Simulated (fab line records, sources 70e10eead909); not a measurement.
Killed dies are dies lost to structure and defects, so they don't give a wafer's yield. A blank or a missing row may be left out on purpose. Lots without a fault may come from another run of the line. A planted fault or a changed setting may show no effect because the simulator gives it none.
Which tool did it? | flow nand_harc | 12 lots, 36 wafers sampled, at 1 step of a route of 1302

WHAT THE GAUGES READ, wafer by wafer
NHARC_P_BONDPAD_CD_MEAS_13.
lot  | measured     | on        | cd_nm (nm)
L074 | day 6 18:45  | cd_sem-02 | 500.0 495.0 496.1
L077 | day 7 19:47  | cd_sem-02 | 498.7 495.6 496.7
L079 | day 8 16:26  | cd_sem-02 | 498.7 500.5 497.9
L081 | day 9 14:02  | cd_sem-03 | 495.9 499.2 494.3
L083 | day 10 13:02 | cd_sem-01 | 502.8 496.3 498.9
L085 | day 11 08:42 | cd_sem-03 | 499.4 495.3 499.8
L087 | day 12 17:53 | cd_sem-02 | 496.9 498.4 501.4
L088 | day 12 21:01 | cd_sem-02 | 501.7 502.1 501.1
L091 | day 13 12:16 | cd_sem-01 | 501.1 501.0 500.0
L093 | day 14 10:55 | cd_sem-02 | 498.1 499.6 501.0
L095 | day 15 06:48 | cd_sem-01 | 496.1 497.5 498.3
L097 | day 15 23:52 | cd_sem-03 | 500.7 493.0 499.1

WHICH TOOL RAN EACH LOT (tool, then ch and the chambers of the sampled wafers, then the start)
The record holds no process step before these readings.

THE ANSWER, worked out from the rows above alone
Rule: what is usual is taken from the lots themselves. Put in order of their means at a reading, lots are off if they are a third of the lots or fewer, leave a main group of 4 or more, and stand apart from it by a gap of 3 or more times the standard deviation of the main group's means; of several such gaps the widest counts. A main group whose means are all the same, to the digits that the tables above print for the reading, isn't used. A lot without any number at a reading at which 4 lots or more have one is off too. The other lots that the step has rows for count as sound.
No lot is off at any reading shown: from this, nothing can be told.

WHAT THE SIMULATOR HAD PUT IN
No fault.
